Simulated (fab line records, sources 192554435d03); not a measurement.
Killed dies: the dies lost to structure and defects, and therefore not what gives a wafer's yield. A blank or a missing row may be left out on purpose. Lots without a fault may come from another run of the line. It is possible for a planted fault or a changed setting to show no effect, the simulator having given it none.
What tool caused it? / flow n5Finfet / 9 lots, 27 wafers sampled, at 6 steps of a route of 1938

== WHAT THE GAUGES READ, wafer by wafer ==
N5_GATE_CUT_OVL_MEAS_14. Usual: GATE_CUT_OVL typically reads 0.3 nm, with standard deviation 0.66.
lot=L771; measured=day 5 03:28; on=overlay-01; GATE_CUT_OVL (nm)=-0.4 -0.3 0.0; flag=
lot=L777; measured=day 6 15:28; on=overlay-01; GATE_CUT_OVL (nm)=-0.8 -0.2 -0.5; flag=
lot=L778; measured=day 7 03:29; on=overlay-02; GATE_CUT_OVL (nm)=0.5 0.2 0.1; flag=
lot=L779; measured=day 7 06:13; on=overlay-02; GATE_CUT_OVL (nm)=0.3 1.3 -0.1; flag=
lot=L782; measured=day 7 20:26; on=overlay-02; GATE_CUT_OVL (nm)=0.5 0.5 0.3; flag=
lot=L786; measured=day 8 20:14; on=overlay-02; GATE_CUT_OVL (nm)=-0.3 0.5 0.8; flag=
lot=L788; measured=day 9 07:34; on=overlay-02; GATE_CUT_OVL (nm)=0.0 0.5 -0.2; flag=
lot=L791; measured=day 10 00:42; on=overlay-01; GATE_CUT_OVL (nm)=0.7 1.5 -0.1; flag=
lot=L792; measured=day 10 06:27; on=overlay-01; GATE_CUT_OVL (nm)=0.0 -0.1 0.5; flag=

N5_GATE_CUT_INSPECT_15: inspects for defects (brightfield). Usual: rawDefectCount reads 135 (standard deviation 40).
lot=L771; measured=day 5 03:31; on=defectInspect-02; rawDefectCount=113 105 131; flag=
lot=L777; measured=day 6 15:32; on=defectInspect-02; rawDefectCount=116 132 148; flag=
lot=L778; measured=day 7 03:32; on=defectInspect-01; rawDefectCount=117 115 106; flag=
lot=L779; measured=day 7 06:16; on=defectInspect-01; rawDefectCount=118 74 112; flag=
lot=L782; measured=day 7 20:29; on=defectInspect-02; rawDefectCount=1269 1178 1168; flag=OFF
lot=L786; measured=day 8 20:17; on=defectInspect-01; rawDefectCount=1158 1137 1175; flag=OFF
lot=L788; measured=day 9 07:37; on=defectInspect-02; rawDefectCount=110 79 128; flag=
lot=L791; measured=day 10 00:45; on=defectInspect-02; rawDefectCount=121 173 166; flag=
lot=L792; measured=day 10 06:30; on=defectInspect-02; rawDefectCount=179 127 152; flag=

N5_BEOL_M4_RC_MEAS_101. Usual: DIBL_N 36.0 mV/V, standard deviation 1.7; DIBL_P 35.8 mV/V, standard deviation 2; IOFF_N 0.15 nA/um, standard deviation 0.03; IOFF_P 0.20 nA/um, standard deviation 0.037; ION_N 670 uA/um, standard deviation 12; ION_P 460 uA/um, standard deviation 7.2; SS_N 71.5 mV/dec, standard deviation 0.68; SS_P 73.2 mV/dec, standard deviation 0.65; VT_N 250 mV, standard deviation 3.1; VT_P -251 mV, standard deviation 3.4.
lot=L771; measured=day 8 12:48; on=prober-01; DIBL_N (mV/V)=34.3 35.8 36.6; DIBL_P (mV/V)=33.3 34.4 34.3; IOFF_N (nA/um)=0.12 0.15 0.15; IOFF_P (nA/um)=0.16 0.17 0.16; ION_N (uA/um)=668 677 646; ION_P (uA/um)=456 457 440; SS_N (mV/dec)=71.9 72.1 72.3; SS_P (mV/dec)=72.0 72.7 72.8; VT_N (mV)=251 247 252; VT_P (mV)=-252 -253 -253; flag=
lot=L777; measured=day 10 03:45; on=prober-01; DIBL_N (mV/V)=37.8 40.1 37.4; DIBL_P (mV/V)=37.9 41.5 36.9; IOFF_N (nA/um)=0.17 0.24 0.17; IOFF_P (nA/um)=0.24 0.30 0.21; ION_N (uA/um)=666 692 683; ION_P (uA/um)=464 474 464; SS_N (mV/dec)=72.3 72.6 72.0; SS_P (mV/dec)=73.3 74.2 73.6; VT_N (mV)=249 244 252; VT_P (mV)=-248 -246 -249; flag=
lot=L778; measured=day 10 15:08; on=prober-02; DIBL_N (mV/V)=36.1 35.6 36.9; DIBL_P (mV/V)=34.8 35.0 34.9; IOFF_N (nA/um)=0.18 0.16 0.18; IOFF_P (nA/um)=0.23 0.23 0.23; ION_N (uA/um)=668 691 671; ION_P (uA/um)=458 471 458; SS_N (mV/dec)=71.5 71.1 72.4; SS_P (mV/dec)=73.4 73.6 73.5; VT_N (mV)=247 248 250; VT_P (mV)=-249 -247 -247; flag=
lot=L779; measured=day 10 21:30; on=prober-01; DIBL_N (mV/V)=37.7 36.0 34.8; DIBL_P (mV/V)=38.1 35.1 33.7; IOFF_N (nA/um)=0.19 0.15 0.13; IOFF_P (nA/um)=0.27 0.21 0.18; ION_N (uA/um)=687 656 678; ION_P (uA/um)=477 455 462; SS_N (mV/dec)=71.5 71.8 71.3; SS_P (mV/dec)=73.5 72.4 73.1; VT_N (mV)=248 249 251; VT_P (mV)=-244 -249 -249; flag=
lot=L782; measured=day 11 15:01; on=prober-01; DIBL_N (mV/V)=36.2 35.2 35.0; DIBL_P (mV/V)=35.7 35.6 34.7; IOFF_N (nA/um)=0.14 0.14 0.12; IOFF_P (nA/um)=0.19 0.20 0.18; ION_N (uA/um)=658 684 655; ION_P (uA/um)=453 470 460; SS_N (mV/dec)=71.2 71.1 70.1; SS_P (mV/dec)=72.7 73.4 72.7; VT_N (mV)=252 250 254; VT_P (mV)=-252 -250 -251; flag=
lot=L786; measured=day 12 18:06; on=prober-02; DIBL_N (mV/V)=34.7 36.5 36.4; DIBL_P (mV/V)=33.5 35.0 35.7; IOFF_N (nA/um)=0.13 0.15 0.15; IOFF_P (nA/um)=0.19 0.22 0.22; ION_N (uA/um)=671 647 658; ION_P (uA/um)=460 448 456; SS_N (mV/dec)=71.4 72.0 71.8; SS_P (mV/dec)=72.2 72.6 72.8; VT_N (mV)=252 251 251; VT_P (mV)=-249 -247 -247; flag=
lot=L788; measured=day 13 02:10; on=prober-01; DIBL_N (mV/V)=35.0 36.0 36.9; DIBL_P (mV/V)=35.2 35.9 37.6; IOFF_N (nA/um)=0.14 0.16 0.17; IOFF_P (nA/um)=0.21 0.21 0.24; ION_N (uA/um)=677 683 690; ION_P (uA/um)=466 461 470; SS_N (mV/dec)=70.9 71.0 71.8; SS_P (mV/dec)=73.5 73.1 73.5; VT_N (mV)=249 250 250; VT_P (mV)=-249 -250 -246; flag=
lot=L791; measured=day 13 17:25; on=prober-02; DIBL_N (mV/V)=34.7 35.7 37.3; DIBL_P (mV/V)=33.1 35.3 35.7; IOFF_N (nA/um)=0.14 0.15 0.17; IOFF_P (nA/um)=0.17 0.20 0.21; ION_N (uA/um)=671 684 665; ION_P (uA/um)=462 465 457; SS_N (mV/dec)=71.1 70.8 71.3; SS_P (mV/dec)=72.5 73.3 72.6; VT_N (mV)=248 247 248; VT_P (mV)=-253 -252 -250; flag=
lot=L792; measured=day 14 05:07; on=prober-02; DIBL_N (mV/V)=36.1 32.9 36.1; DIBL_P (mV/V)=37.4 33.9 37.3; IOFF_N (nA/um)=0.16 0.12 0.16; IOFF_P (nA/um)=0.21 0.17 0.20; ION_N (uA/um)=685 672 681; ION_P (uA/um)=467 457 460; SS_N (mV/dec)=71.8 70.4 71.1; SS_P (mV/dec)=73.0 72.3 73.9; VT_N (mV)=251 252 249; VT_P (mV)=-252 -252 -253; flag=

== EACH LOT AND THE TOOL THAT RAN IT (in order: tool; ch and the chambers of the sampled wafers; start) ==
lot=L771; N5_GATE_CUT_ETCHBACK_00=rieMetal-02 ch 0, day 4 22:07; N5_GATE_CUT_CMP_02=cmp-01 ch 0,2,3, day 5 02:50; N5_GATE_CUT_HM_DEP_46=pecvd-03 ch 0,1,2, day 5 03:05
lot=L777; N5_GATE_CUT_ETCHBACK_00=rieMetal-02 ch 0,1, day 6 10:05; N5_GATE_CUT_CMP_02=cmp-02 ch 0,1,3, day 6 13:47; N5_GATE_CUT_HM_DEP_46=pecvd-01 ch 1,2, day 6 14:07
lot=L778; N5_GATE_CUT_ETCHBACK_00=rieMetal-02 ch 0,1, day 6 23:47; N5_GATE_CUT_CMP_02=cmp-02 ch 0,1, day 7 02:39; N5_GATE_CUT_HM_DEP_46=pecvd-02 ch 0,2, day 7 02:59
lot=L779; N5_GATE_CUT_ETCHBACK_00=rieMetal-02 ch 0,1, day 7 02:31; N5_GATE_CUT_CMP_02=cmp-02 ch 1,2,3, day 7 05:23; N5_GATE_CUT_HM_DEP_46=pecvd-02 ch 0,2, day 7 05:43
lot=L782; N5_GATE_CUT_ETCHBACK_00=rieMetal-03 ch 0,1, day 7 16:52; N5_GATE_CUT_CMP_02=cmp-02 ch 1,2,3, day 7 19:46; N5_GATE_CUT_HM_DEP_46=pecvd-02 ch 0,1,2, day 7 20:04
lot=L786; N5_GATE_CUT_ETCHBACK_00=rieMetal-01 ch 0, day 8 14:58; N5_GATE_CUT_CMP_02=cmp-02 ch 0,1,3, day 8 19:28; N5_GATE_CUT_HM_DEP_46=pecvd-02 ch 0,1,2, day 8 19:44
lot=L788; N5_GATE_CUT_ETCHBACK_00=rieMetal-03 ch 0,1, day 9 03:32; N5_GATE_CUT_CMP_02=cmp-02 ch 0,3, day 9 06:46; N5_GATE_CUT_HM_DEP_46=pecvd-01 ch 0,1,2, day 9 07:04
lot=L791; N5_GATE_CUT_ETCHBACK_00=rieMetal-02 ch 0,1, day 9 20:36; N5_GATE_CUT_CMP_02=cmp-02 ch 0,1, day 10 00:02; N5_GATE_CUT_HM_DEP_46=pecvd-01 ch 0,2, day 10 00:19
lot=L792; N5_GATE_CUT_ETCHBACK_00=rieMetal-03 ch 0,1, day 10 02:51; N5_GATE_CUT_CMP_02=cmp-02 ch 0,1,3, day 10 05:47; N5_GATE_CUT_HM_DEP_46=pecvd-01 ch 0,1, day 10 06:05
- N5_GATE_CUT_ETCHBACK_00: etches W in SF6/Cl2.
- N5_GATE_CUT_CMP_02: polishes, stops on SiO2, t overpolish 12.7 s, target thk 0 nm.
- N5_GATE_CUT_HM_DEP_46: deposits SiO2 from TEOS/O2, target thk 130 nm, time 26.6 s.

== AS READ BY THE TOOLS THEMSELVES (means over the sampled wafers that have a number; for cases with no such wafer, the mark the record gives instead) ==
N5_GATE_CUT_ETCHBACK_00. Usual: biasW 80.00 W, standard deviation 0.22; drypumpMotorCurrentA 5.8 A, standard deviation 0.42; heBacksideLeakSccm 3.32 sccm, standard deviation 0.22; oesProductAu 0.79 a.u., standard deviation 0.083; throttleValvePct 27.61 %, standard deviation 0.18.
lot=L771; tool=rieMetal-02; biasW (W)=79.98; drypumpMotorCurrentA (A)=5.2; heBacksideLeakSccm (sccm)=3.28; oesProductAu (a.u.)=0.81; throttleValvePct (%)=27.37; flag=
lot=L777; tool=rieMetal-02; biasW (W)=79.93; drypumpMotorCurrentA (A)=5.6; heBacksideLeakSccm (sccm)=3.47; oesProductAu (a.u.)=0.89; throttleValvePct (%)=27.41; flag=
lot=L778; tool=rieMetal-02; biasW (W)=79.94; drypumpMotorCurrentA (A)=5.4; heBacksideLeakSccm (sccm)=3.36; oesProductAu (a.u.)=0.84; throttleValvePct (%)=27.40; flag=
lot=L779; tool=rieMetal-02; biasW (W)=79.89; drypumpMotorCurrentA (A)=5.5; heBacksideLeakSccm (sccm)=3.31; oesProductAu (a.u.)=0.88; throttleValvePct (%)=27.41; flag=
lot=L782; tool=rieMetal-03; biasW (W)=79.95; drypumpMotorCurrentA (A)=6.1; heBacksideLeakSccm (sccm)=3.38; oesProductAu (a.u.)=0.74; throttleValvePct (%)=27.72; flag=
lot=L786; tool=rieMetal-01; biasW (W)=79.69; drypumpMotorCurrentA (A)=5.4; heBacksideLeakSccm (sccm)=3.32; oesProductAu (a.u.)=0.73; throttleValvePct (%)=27.87; flag=
lot=L788; tool=rieMetal-03; biasW (W)=79.79; drypumpMotorCurrentA (A)=6.3; heBacksideLeakSccm (sccm)=3.36; oesProductAu (a.u.)=0.70; throttleValvePct (%)=27.74; flag=
lot=L791; tool=rieMetal-02; biasW (W)=79.93; drypumpMotorCurrentA (A)=5.4; heBacksideLeakSccm (sccm)=3.48; oesProductAu (a.u.)=0.81; throttleValvePct (%)=27.40; flag=
lot=L792; tool=rieMetal-03; biasW (W)=79.99; drypumpMotorCurrentA (A)=6.1; heBacksideLeakSccm (sccm)=3.33; oesProductAu (a.u.)=0.73; throttleValvePct (%)=27.74; flag=

N5_GATE_CUT_CMP_02. Usual: headPressurePsi 2.500 psi, standard deviation 0.0053; motorCurrentA 9.0 A, standard deviation 0.95; overpolishRunS 12.700 s, standard deviation 0.0099; timeToEndpointS 25.6 s, standard deviation 2.2.
lot=L771; tool=cmp-01; headPressurePsi (psi)=2.503; motorCurrentA (A)=8.2; overpolishRunS (s)=12.709; timeToEndpointS (s)=25.7; flag=
lot=L777; tool=cmp-02; headPressurePsi (psi)=2.501; motorCurrentA (A)=9.0; overpolishRunS (s)=12.705; timeToEndpointS (s)=24.7; flag=
lot=L778; tool=cmp-02; headPressurePsi (psi)=2.503; motorCurrentA (A)=9.7; overpolishRunS (s)=12.701; timeToEndpointS (s)=24.9; flag=
lot=L779; tool=cmp-02; headPressurePsi (psi)=2.499; motorCurrentA (A)=8.9; overpolishRunS (s)=12.699; timeToEndpointS (s)=23.5; flag=
lot=L782; tool=cmp-02; headPressurePsi (psi)=2.503; motorCurrentA (A)=9.1; overpolishRunS (s)=12.696; timeToEndpointS (s)=27.5; flag=
lot=L786; tool=cmp-02; headPressurePsi (psi)=2.501; motorCurrentA (A)=8.6; overpolishRunS (s)=12.705; timeToEndpointS (s)=23.3; flag=
lot=L788; tool=cmp-02; headPressurePsi (psi)=2.497; motorCurrentA (A)=8.8; overpolishRunS (s)=12.686; timeToEndpointS (s)=24.5; flag=
lot=L791; tool=cmp-02; headPressurePsi (psi)=2.500; motorCurrentA (A)=9.4; overpolishRunS (s)=12.695; timeToEndpointS (s)=26.8; flag=
lot=L792; tool=cmp-02; headPressurePsi (psi)=2.501; motorCurrentA (A)=8.6; overpolishRunS (s)=12.703; timeToEndpointS (s)=24.6; flag=

N5_GATE_CUT_HM_DEP_46. Usual: heaterPowerW 532 W, standard deviation 82; showerheadPlenumPTorr 8.34 Torr, standard deviation 0.044; showerheadVppV 1868 V, standard deviation 110; throttleValvePct 18.4 %, standard deviation 0.97.
lot=L771; tool=pecvd-03; heaterPowerW (W)=478; showerheadPlenumPTorr (Torr)=8.38; showerheadVppV (V)=1834; throttleValvePct (%)=18.6; flag=
lot=L777; tool=pecvd-01; heaterPowerW (W)=517; showerheadPlenumPTorr (Torr)=8.32; showerheadVppV (V)=1747; throttleValvePct (%)=18.1; flag=
lot=L778; tool=pecvd-02; heaterPowerW (W)=524; showerheadPlenumPTorr (Torr)=8.35; showerheadVppV (V)=1831; throttleValvePct (%)=17.2; flag=
lot=L779; tool=pecvd-02; heaterPowerW (W)=560; showerheadPlenumPTorr (Torr)=8.33; showerheadVppV (V)=1829; throttleValvePct (%)=17.3; flag=
lot=L782; tool=pecvd-02; heaterPowerW (W)=535; showerheadPlenumPTorr (Torr)=8.36; showerheadVppV (V)=1932; throttleValvePct (%)=18.2; flag=
lot=L786; tool=pecvd-02; heaterPowerW (W)=578; showerheadPlenumPTorr (Torr)=8.36; showerheadVppV (V)=1915; throttleValvePct (%)=18.2; flag=
lot=L788; tool=pecvd-01; heaterPowerW (W)=544; showerheadPlenumPTorr (Torr)=8.28; showerheadVppV (V)=1856; throttleValvePct (%)=18.4; flag=
lot=L791; tool=pecvd-01; heaterPowerW (W)=507; showerheadPlenumPTorr (Torr)=8.30; showerheadVppV (V)=1842; throttleValvePct (%)=18.1; flag=
lot=L792; tool=pecvd-01; heaterPowerW (W)=551; showerheadPlenumPTorr (Torr)=8.29; showerheadVppV (V)=1958; throttleValvePct (%)=18.7; flag=

== THE ANSWER, worked out from the rows above alone ==
Rule: a lot counts as off when the mean over its wafers that have a number is more than 3 standard deviations away from the usual mean. Also off: a lot with no number at a reading for which 4 or more lots have one. All remaining lots with rows at the step are treated as sound. Order of review: gauges by route order, followed by the tools' own readings, for which a lot's mean as printed above is used. At the first step where some lot is off, the reading lying furthest off is the one used; lots without a number count as furthest.
Off: L782, L786, at N5_GATE_CUT_INSPECT_15 (rawDefectCount).
A tool fits if, at a process step before that reading, it ran every lot that is off, and no sound lot after the first of them. Those tools and the gauges at N5_GATE_CUT_INSPECT_15 are tried in the same way. One fits: pecvd-02 at N5_GATE_CUT_HM_DEP_46. Its last sound lot is L779 (day 7 05:43), its first lot that is off L782 (day 7 20:04): a fault that began between those two fits.

== WHAT THE SIMULATOR HAD PUT IN ==
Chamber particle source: pecvd-02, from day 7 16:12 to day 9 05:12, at N5_GATE_CUT_HM_DEP_46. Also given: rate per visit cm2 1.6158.
Struck lots among those shown: L782, L786. The rule above reached the same finding.
